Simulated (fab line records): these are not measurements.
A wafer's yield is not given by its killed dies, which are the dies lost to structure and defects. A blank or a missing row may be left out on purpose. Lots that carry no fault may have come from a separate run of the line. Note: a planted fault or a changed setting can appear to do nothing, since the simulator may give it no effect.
Which tool was responsible? + flow n5Finfet + route of 1938 steps, sampled at 1 step: 13 lots, 39 wafers

== WHAT THE GAUGES READ, wafer by wafer ==
N5_BEOL_M5_CD_MEAS_35: target cd 28 nm, target cd y 24 nm.
| lot  | measured     | on       | cdNm (nm)      |
|------|--------------|----------|----------------|
| L180 | day 9 22:35  | cdSem-02 | 28.6 27.4 28.0 |
| L182 | day 10 15:00 | cdSem-01 | 27.7 27.6 27.3 |
| L183 | day 11 04:04 | cdSem-01 | 28.1 27.8 27.5 |
| L184 | day 11 10:03 | cdSem-03 | 28.6 28.3 28.2 |
| L188 | day 12 16:53 | cdSem-01 | 27.3 27.6 28.2 |
| L190 | day 12 18:50 | cdSem-02 | 27.6 27.7 27.5 |
| L189 | day 12 19:16 | cdSem-03 | 28.4 28.0 28.1 |
| L191 | day 13 06:44 | cdSem-02 | 27.8 28.2 28.7 |
| L192 | day 14 00:43 | cdSem-02 | 27.7 28.2 28.1 |
| L198 | day 14 22:52 | cdSem-03 | 28.5 28.7 28.9 |
| L197 | day 14 23:08 | cdSem-02 | 28.3 28.5 28.0 |
| L201 | day 15 15:40 | cdSem-01 | 27.7 27.9 28.2 |
| L202 | day 15 16:03 | cdSem-03 | 28.2 27.7 28.6 |

== EACH LOT AND THE TOOL THAT RAN IT (in order: tool; ch and the chambers of the sampled wafers; start) ==
The record holds no process step before these readings.

== WHAT THE TOOLS THEMSELVES READ (means of the sampled wafers that have a number; where no wafer has one, the mark that the record gives instead) ==
The record holds no such reading with a usual standard deviation.

== THE ANSWER, worked out from the rows above alone ==
Rule: what is usual is taken from the lots themselves. The widest of any qualifying gaps counts: lots, ordered by their means at a reading, are off when they make up no more than a third of the lots, leave a main group of 4 or more, and stand apart from it by 3 or more times the standard deviation of that group's means. Not used: any main group whose means are identical at the precision the tables above print for the reading. A lot without any number at a reading at which 4 lots or more have one is off too. All remaining lots with rows at the step are treated as sound. The gauges are gone through in route order, then the tools' own readings, and for those a lot's mean is taken as printed above. At the first step where some lot is off, the reading lying furthest off is the one used; lots without a number count as furthest.
Across all readings shown, no lot is off: no conclusion can be drawn from this.

== WHAT WAS PUT IN BY THE SIMULATOR ==
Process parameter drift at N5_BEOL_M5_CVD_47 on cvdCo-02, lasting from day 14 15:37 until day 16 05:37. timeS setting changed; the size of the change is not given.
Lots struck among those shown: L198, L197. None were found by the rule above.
